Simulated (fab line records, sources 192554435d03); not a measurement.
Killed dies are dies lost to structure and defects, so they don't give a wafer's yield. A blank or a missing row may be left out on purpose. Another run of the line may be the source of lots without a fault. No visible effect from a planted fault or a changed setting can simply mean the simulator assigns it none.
A lot that was struck, set against a sound lot | flow n5_finfet | 21 out of 1938 route steps
Sound: the wafers L735.2, L735.3, L735.4. Struck: wafers L746.1, L746.4, L746.5. Last of all comes the cause.
At each step with rows: each side's tool, then ch and its chambers, then its first start. Under that, the readings that differ: sound wafers | struck wafers | difference of the means | sigmas: that difference in standard deviations of wafers without a fault.
alike: same words and numbers on both sides, and readings whose means sit less than 2 such deviations apart. not compared: any withheld reading, any reading some wafer has no value for, any bound like >300 that may hide the same value, and any number with overlapping values for which the record gives no deviation.
The two part at a step that has a row with sigmas, a row that says differs or no value, or rows on one side only. Non-overlapping numbers with no deviation appear without sigmas and do not part them. A reading that every wafer of one side lacks parts them only if that side has two wafers or more.

first, 11 steps without rows for these wafers: N5_BEOL_M5_STRIP_63 (strips in N2/H2); N5_BEOL_M5_STRIP_73 (strips in N2/H2); N5_BEOL_M5_STRIP_64 (strips in CF4); N5_BEOL_M5_HM_OPEN_17 (chemistry Cl2/BCl3, target TiN, target depth 20 nm, overetch 6 nm); N5_BEOL_M5_STRIP_19 (strips in O2); N5_BEOL_M5_COAT_65 (time 60 s, resist thk 60 nm); N5_BEOL_M5_COAT_66 (time 60 s, resist thk 12 nm); N5_BEOL_M5_COAT_74 (time 60 s, resist thk 5 nm); N5_BEOL_M5_COAT_22 (resist thk 30 nm); N5_BEOL_M5_EBR_24; N5_BEOL_M5_SOFTBAKE_23 (time 60 s).
N5_BEOL_M5_EXPOSE_25: exposes mask V4, defocus 10 nm.
  sound on euv_scanner-02 ch 0, day 10 12:49; struck on euv_scanner-02 ch 0, day 13 08:02
  reading              | sound             | struck            | difference | sigmas
  exposure_dose_mJ_cm2 | 53.02 53.04 53.10 | 55.02 55.03 55.00 | +1.96      | +9
  stage_msd_nm (nm)    | 0.811 0.811 0.809 | 0.829 0.835 0.832 | +0.022     | +2
  alike: mask
then, 2 steps without rows for these wafers: N5_BEOL_M5_PEB_26 (peb time 60 s); N5_BEOL_M5_DEVELOP_27 (develop time 30 s).
N5_BEOL_M5_CD_MEAS_28: target cd 30.6 nm, target cd y 20 nm.
  sound on cd_sem-03 ch 0, day 10 12:57; struck on cd_sem-03 ch 0, day 13 08:10
  reading    | sound             | struck            | difference | sigmas
  cd_nm (nm) | 31.17 30.89 30.89 | 31.79 31.53 31.69 | +0.69      | +3
then, 1 step without rows for these wafers: N5_BEOL_M5_DESCUM_33 (chemistry O2, time 7 s).
N5_BEOL_M5_ETCH_75: etches underlayer in N2/H2, target depth 6.5 nm, time 5.2 s.
  sound on rie_diel-05 ch 0,3, day 10 13:07; struck on rie_diel-03 ch 0,1,2, day 13 08:42
  alike: chamber_pressure_mTorr, drypump_motor_current_A, etch_rf_on_time_s, h2_flow_sccm, oes_product_au, rf_vpp_V, showerhead_plenum_p_Torr, throttle_valve_pct
  not compared: rf_hours_counter_h, model.BEOL_M5.cd_nm
then, 1 step without rows for these wafers: N5_BEOL_M5_ETCH_67 (etches SiARC in CF4, target depth 15.6 nm, time 26 s).
N5_BEOL_M5_ETCH_68: etches SOC in N2/H2, target depth 80 nm, overetch 16 nm, time 120 s.
  sound on rie_diel-05 ch 0,3, day 10 13:09; struck on rie_diel-03 ch 0,1,2, day 13 08:44
  reading             | sound             | struck            | difference | sigmas
  h2_flow_sccm (sccm) | 199.2 198.5 199.1 | 200.7 200.5 200.5 | +1.6       | +3
  alike: chamber_pressure_mTorr, drypump_motor_current_A, oes_product_au, rf_vpp_V, showerhead_plenum_p_Torr, throttle_valve_pct
  not compared: rf_hours_counter_h, model.BEOL_M5.cd_nm
then, 1 step without rows for these wafers: N5_BEOL_M5_STRIP_69 (strips in N2/H2).
-- here the record skips 4 days between the struck wafers' starts before and after, leaving off in module BEOL_M5 and picking up in module PASSIVATION (first step shown: number 1936 of the route) --
N5_PASSIVATION_PROBE_49:
  sound on prober-02 at day 15 00:24; struck on prober-02 at day 17 12:43
  alike: defect_limited_yield, killed_at_M0_to_M3, killed_at_M4_up, killed_at_contacts, killed_at_front_end, killed_at_other, killed_dies, killed_open, killed_short, sort_bin_4_leakage, sort_bin_5_function, sort_bin_6_memory, sort_n_pass, sort_yield_pct

WHERE THEY PART
Earliest at N5_BEOL_M5_EXPOSE_25; latest, in this record, at N5_BEOL_M5_ETCH_68. Later steps at which nothing parts them and some readings are alike: N5_PASSIVATION_PROBE_49.

WHY: what had been put in by the simulator
Process parameters drifting: euv_scanner-02 at N5_BEOL_M5_EXPOSE_25, beginning at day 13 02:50. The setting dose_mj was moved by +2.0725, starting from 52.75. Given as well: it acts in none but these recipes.
